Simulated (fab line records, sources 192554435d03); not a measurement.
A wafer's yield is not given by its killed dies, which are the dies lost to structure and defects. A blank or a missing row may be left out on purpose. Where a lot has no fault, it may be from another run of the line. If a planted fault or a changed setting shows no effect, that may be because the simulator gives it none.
Matching of chambers | flow n5-finfet | 4 sister chambers for N5_BEOL_M12_CMP_49 on cmp-01
The step polishes, stops on SiOC, t overpolish 20.6 s, target thk 320 nm. 4 wafers are shown with their chamber, then 8 later ones without.

== WAFERS WITH THEIR CHAMBER ==
wafer  | chamber | motor-current-A (A)
L081.2 | 3       | 6.7
L081.4 | 0       | 5.8
L084.5 | 2       | 7.4
L083.3 | 1       | 5.7

== WAFERS WHOSE CHAMBER IS MISSING ==
wafer  | motor-current-A (A)
L083.5 | 5.6
L083.6 | 6.2
L085.2 | 5.9
L085.4 | 5.6
L085.5 | 6.3
L087.3 | 6.8
L087.4 | 5.6
L087.6 | 5.7

== WHICH CHAMBER EACH WENT THROUGH ==
wafer  | from the rows above          | in truth
L083.5 | can't be placed: 1 or 0      | 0
L083.6 | can't be placed: 0 or 1 or 3 | 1
L085.2 | can't be placed: 0 or 1      | 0
L085.4 | can't be placed: 1 or 0      | 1
L085.5 | can't be placed: 3 or 0 or 1 | 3
L087.3 | 3                            | 3
L087.4 | can't be placed: 1 or 0      | 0
L087.6 | can't be placed: 1 or 0      | 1
Placed correctly: 1 of 8. Not placeable from these rows: 7 (in 7, the candidates include the true chamber). 0 placed wrongly.
How it was worked out, from the rows above alone: a wafer's distance from a chamber is the root of the sum, over the readings, of the square of ((its reading less the chamber's mean) divided by the reading's scatter). If the next closest chamber is less than 2 further off than the closest, the wafer can't be placed; otherwise it belongs to the closest. The mean given for a chamber averages the wafers shown for that chamber. The scatter: root of mean squared gap, hidden wafer to nearest shown wafer, with one shown wafer a chamber.
